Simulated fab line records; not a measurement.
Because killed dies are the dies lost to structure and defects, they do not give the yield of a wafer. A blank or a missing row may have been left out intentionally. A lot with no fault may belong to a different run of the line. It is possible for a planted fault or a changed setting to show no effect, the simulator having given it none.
Split-lot experiment || flow n5 finfet || 39 wafers read across 7 lots, on a route 1938 steps long

ON THE SPLIT
At N5_MOL_CONTACT_COAG_ETCH_15 (etches SiNx in CH3F/O2, stops on Si:P, target depth 7 nm), the setting target depth a was moved away from the recipe's 70 angstrom on 9 of the 39 wafers read, by -58.3% to +21.3%. This setting was run at the recipe's value on the other wafers.

The reading is taken at the split's own step.

THE READING
SOC_of_MOL_CONTACT_COAG_COAT_103.thk nm (the simulator's own value, which no gauge read), in nm, at N5_MOL_CONTACT_COAG_ETCH_15 (etches SiNx in CH3F/O2, stops on Si:P, target depth 7 nm). The file gives no usual value for it. The 30 wafers here that ran the recipe average 75.0 nm, standard deviation 0.23 nm.

{"wafer": "L079.1", "tool, chamber at the split": "rie diel-03, 2", "target depth a as run, angstrom": 70, "against the recipe": "recipe", "SOC_of_MOL_CONTACT_COAG_COAT_103.thk nm, nm": 74.6, "against lot-mates on the recipe": "-"}
{"wafer": "L079.2", "tool, chamber at the split": "rie diel-03, 1,0,3,3,0", "target depth a as run, angstrom": 70, "against the recipe": "recipe", "SOC_of_MOL_CONTACT_COAG_COAT_103.thk nm, nm": 74.8, "against lot-mates on the recipe": "-"}
{"wafer": "L079.3", "tool, chamber at the split": "rie diel-03, 1,0,3,3,0", "target depth a as run, angstrom": 70, "against the recipe": "recipe", "SOC_of_MOL_CONTACT_COAG_COAT_103.thk nm, nm": 74.8, "against lot-mates on the recipe": "-"}
{"wafer": "L079.4", "tool, chamber at the split": "rie diel-03, 1,0,3,3,0", "target depth a as run, angstrom": 70, "against the recipe": "recipe", "SOC_of_MOL_CONTACT_COAG_COAT_103.thk nm, nm": 74.8, "against lot-mates on the recipe": "-"}
{"wafer": "L079.5", "tool, chamber at the split": "rie diel-03, 1,0,3,3,0", "target depth a as run, angstrom": 70, "against the recipe": "recipe", "SOC_of_MOL_CONTACT_COAG_COAT_103.thk nm, nm": 74.8, "against lot-mates on the recipe": "-"}
{"wafer": "L079.6", "tool, chamber at the split": "rie diel-03, 1,0,3,3,0", "target depth a as run, angstrom": 70, "against the recipe": "recipe", "SOC_of_MOL_CONTACT_COAG_COAT_103.thk nm, nm": 74.8, "against lot-mates on the recipe": "-"}
{"wafer": "L080.1", "tool, chamber at the split": "rie diel-01, 1,3,0", "target depth a as run, angstrom": 70, "against the recipe": "recipe", "SOC_of_MOL_CONTACT_COAG_COAT_103.thk nm, nm": 75, "against lot-mates on the recipe": "-"}
{"wafer": "L080.3", "tool, chamber at the split": "rie diel-01, 1,3,0", "target depth a as run, angstrom": 70, "against the recipe": "recipe", "SOC_of_MOL_CONTACT_COAG_COAT_103.thk nm, nm": 75, "against lot-mates on the recipe": "-"}
{"wafer": "L080.4", "tool, chamber at the split": "rie diel-01, 1,3,0", "target depth a as run, angstrom": 70, "against the recipe": "recipe", "SOC_of_MOL_CONTACT_COAG_COAT_103.thk nm, nm": 75, "against lot-mates on the recipe": "-"}
{"wafer": "L080.2", "tool, chamber at the split": "rie diel-01, 0,1", "target depth a as run, angstrom": 70, "against the recipe": "recipe", "SOC_of_MOL_CONTACT_COAG_COAT_103.thk nm, nm": 74.8, "against lot-mates on the recipe": "-"}
{"wafer": "L080.6", "tool, chamber at the split": "rie diel-01, 0,1", "target depth a as run, angstrom": 70, "against the recipe": "recipe", "SOC_of_MOL_CONTACT_COAG_COAT_103.thk nm, nm": 74.8, "against lot-mates on the recipe": "-"}
{"wafer": "L080.5", "tool, chamber at the split": "rie diel-01, 3", "target depth a as run, angstrom": 70, "against the recipe": "recipe", "SOC_of_MOL_CONTACT_COAG_COAT_103.thk nm, nm": 75.2, "against lot-mates on the recipe": "-"}
{"wafer": "L083.2", "tool, chamber at the split": "rie diel-05, 1,2", "target depth a as run, angstrom": 70, "against the recipe": "recipe", "SOC_of_MOL_CONTACT_COAG_COAT_103.thk nm, nm": 75.2, "against lot-mates on the recipe": "-"}
{"wafer": "L083.4", "tool, chamber at the split": "rie diel-05, 1,2", "target depth a as run, angstrom": 70, "against the recipe": "recipe", "SOC_of_MOL_CONTACT_COAG_COAT_103.thk nm, nm": 75.2, "against lot-mates on the recipe": "-"}
{"wafer": "L083.6", "tool, chamber at the split": "rie diel-05, 2", "target depth a as run, angstrom": 70, "against the recipe": "recipe", "SOC_of_MOL_CONTACT_COAG_COAT_103.thk nm, nm": 74.8, "against lot-mates on the recipe": "-"}
{"wafer": "L084.1", "tool, chamber at the split": "rie diel-03, 0,2", "target depth a as run, angstrom": 70, "against the recipe": "recipe", "SOC_of_MOL_CONTACT_COAG_COAT_103.thk nm, nm": 75, "against lot-mates on the recipe": "-"}
{"wafer": "L084.2", "tool, chamber at the split": "rie diel-03, 0,2", "target depth a as run, angstrom": 70, "against the recipe": "recipe", "SOC_of_MOL_CONTACT_COAG_COAT_103.thk nm, nm": 75, "against lot-mates on the recipe": "-"}
{"wafer": "L084.3", "tool, chamber at the split": "rie diel-03, 3,1", "target depth a as run, angstrom": 70, "against the recipe": "recipe", "SOC_of_MOL_CONTACT_COAG_COAT_103.thk nm, nm": 74.8, "against lot-mates on the recipe": "-"}
{"wafer": "L084.4", "tool, chamber at the split": "rie diel-03, 3,1", "target depth a as run, angstrom": 70, "against the recipe": "recipe", "SOC_of_MOL_CONTACT_COAG_COAT_103.thk nm, nm": 74.8, "against lot-mates on the recipe": "-"}
{"wafer": "L084.5", "tool, chamber at the split": "rie diel-03, 1", "target depth a as run, angstrom": 70, "against the recipe": "recipe", "SOC_of_MOL_CONTACT_COAG_COAT_103.thk nm, nm": 75.2, "against lot-mates on the recipe": "-"}
{"wafer": "L084.6", "tool, chamber at the split": "rie diel-03, 0", "target depth a as run, angstrom": 70, "against the recipe": "recipe", "SOC_of_MOL_CONTACT_COAG_COAT_103.thk nm, nm": 75.4, "against lot-mates on the recipe": "-"}
{"wafer": "L091.1", "tool, chamber at the split": "rie diel-03, 3", "target depth a as run, angstrom": 29.21, "against the recipe": "-58.3%", "SOC_of_MOL_CONTACT_COAG_COAT_103.thk nm, nm": 77.2, "against lot-mates on the recipe": "+1.9"}
{"wafer": "L091.4", "tool, chamber at the split": "rie diel-03, 3", "target depth a as run, angstrom": 29.21, "against the recipe": "-58.3%", "SOC_of_MOL_CONTACT_COAG_COAT_103.thk nm, nm": 77.2, "against lot-mates on the recipe": "+1.9"}
{"wafer": "L091.2", "tool, chamber at the split": "rie diel-03, 1", "target depth a as run, angstrom": 70, "against the recipe": "recipe", "SOC_of_MOL_CONTACT_COAG_COAT_103.thk nm, nm": 75.2, "against lot-mates on the recipe": "-"}
{"wafer": "L091.3", "tool, chamber at the split": "rie diel-03, 0", "target depth a as run, angstrom": 29.21, "against the recipe": "-58.3%", "SOC_of_MOL_CONTACT_COAG_COAT_103.thk nm, nm": 77.4, "against lot-mates on the recipe": "+2.1"}
{"wafer": "L091.5", "tool, chamber at the split": "rie diel-03, 0", "target depth a as run, angstrom": 70, "against the recipe": "recipe", "SOC_of_MOL_CONTACT_COAG_COAT_103.thk nm, nm": 75.6, "against lot-mates on the recipe": "-"}
{"wafer": "L091.6", "tool, chamber at the split": "rie diel-03, 1", "target depth a as run, angstrom": 70, "against the recipe": "recipe", "SOC_of_MOL_CONTACT_COAG_COAT_103.thk nm, nm": 75, "against lot-mates on the recipe": "-"}
{"wafer": "L092.1", "tool, chamber at the split": "rie diel-05, 3", "target depth a as run, angstrom": 84.93, "against the recipe": "+21.3%", "SOC_of_MOL_CONTACT_COAG_COAT_103.thk nm, nm": 74, "against lot-mates on the recipe": -0.8}
{"wafer": "L092.2", "tool, chamber at the split": "rie diel-05, 2", "target depth a as run, angstrom": 70, "against the recipe": "recipe", "SOC_of_MOL_CONTACT_COAG_COAT_103.thk nm, nm": 74.8, "against lot-mates on the recipe": "-"}
{"wafer": "L092.3", "tool, chamber at the split": "rie diel-05, 1,0", "target depth a as run, angstrom": 84.93, "against the recipe": "+21.3%", "SOC_of_MOL_CONTACT_COAG_COAT_103.thk nm, nm": 74.6, "against lot-mates on the recipe": -0.2}
{"wafer": "L092.4", "tool, chamber at the split": "rie diel-05, 1,0", "target depth a as run, angstrom": 84.93, "against the recipe": "+21.3%", "SOC_of_MOL_CONTACT_COAG_COAT_103.thk nm, nm": 74.6, "against lot-mates on the recipe": -0.2}
{"wafer": "L092.5", "tool, chamber at the split": "rie diel-05, 2", "target depth a as run, angstrom": 70, "against the recipe": "recipe", "SOC_of_MOL_CONTACT_COAG_COAT_103.thk nm, nm": 75, "against lot-mates on the recipe": "-"}
{"wafer": "L092.6", "tool, chamber at the split": "rie diel-05, 3", "target depth a as run, angstrom": 70, "against the recipe": "recipe", "SOC_of_MOL_CONTACT_COAG_COAT_103.thk nm, nm": 74.6, "against lot-mates on the recipe": "-"}
{"wafer": "L097.1", "tool, chamber at the split": "rie diel-05, 1", "target depth a as run, angstrom": 34.86, "against the recipe": "-50.2%", "SOC_of_MOL_CONTACT_COAG_COAT_103.thk nm, nm": 77, "against lot-mates on the recipe": "+2.0"}
{"wafer": "L097.2", "tool, chamber at the split": "rie diel-05, 2", "target depth a as run, angstrom": 70, "against the recipe": "recipe", "SOC_of_MOL_CONTACT_COAG_COAT_103.thk nm, nm": 75, "against lot-mates on the recipe": "-"}
{"wafer": "L097.3", "tool, chamber at the split": "rie diel-05, 1", "target depth a as run, angstrom": 70, "against the recipe": "recipe", "SOC_of_MOL_CONTACT_COAG_COAT_103.thk nm, nm": 75.2, "against lot-mates on the recipe": "-"}
{"wafer": "L097.4", "tool, chamber at the split": "rie diel-05, 2", "target depth a as run, angstrom": 34.86, "against the recipe": "-50.2%", "SOC_of_MOL_CONTACT_COAG_COAT_103.thk nm, nm": 76.6, "against lot-mates on the recipe": "+1.6"}
{"wafer": "L097.5", "tool, chamber at the split": "rie diel-05, 2", "target depth a as run, angstrom": 70, "against the recipe": "recipe", "SOC_of_MOL_CONTACT_COAG_COAT_103.thk nm, nm": 74.8, "against lot-mates on the recipe": "-"}
{"wafer": "L097.6", "tool, chamber at the split": "rie diel-05, 1", "target depth a as run, angstrom": 34.86, "against the recipe": "-50.2%", "SOC_of_MOL_CONTACT_COAG_COAT_103.thk nm, nm": 76.8, "against lot-mates on the recipe": "+1.8"}
The file does not say which wafer passed through which chamber wherever a row lists several chambers: such a row stands for several wafers.

FIT RESULTS
A straight line over all 39 wafers: SOC_of_MOL_CONTACT_COAG_COAT_103.thk nm changes by -0.037 nm for each +1% of target depth a; r = -0.96; the points scatter about the line by 0.24 nm.
The same after taking each lot's own level away (the mean of its wafers on the recipe; 39 wafers): -0.0333 nm for each +1%; r = -0.96; scatter 0.2 nm.
According to that fit, moving target depth a by its largest amount changes the reading by 1.9 nm.
From 74.77 to 75.27 nm: that is the span of the lots' own levels, equal to 2.2 times the standard deviation above.
In other words, the slope is changed by the lot-to-lot level; the two fits disagree.
Check: with one of the wafers moved furthest among these (-58.3%) left out of the fit, the line predicts +1.99 nm for it against its lot-mates. It came out at +1.93 nm against them.

OTHER SPLITS APPLIED TO THESE WAFERS
Note: prior to the reading, these wafers also went through further splits. Each is held against what the fit with the lots' levels taken away leaves over:
{"other split on the same wafers": "N5_ZERO_LAYER_PECVD_02 time s", "wafers away from the commonest value": 15, "r with SOC_of_MOL_CONTACT_COAG_COAT_103.thk nm (lot level and that fit taken away)": -0.08}

FILE'S OWN FIT
SOC_of_MOL_CONTACT_COAG_COAT_103.thk nm changes by -0.0338 nm for each +1% of target depth a, r = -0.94.
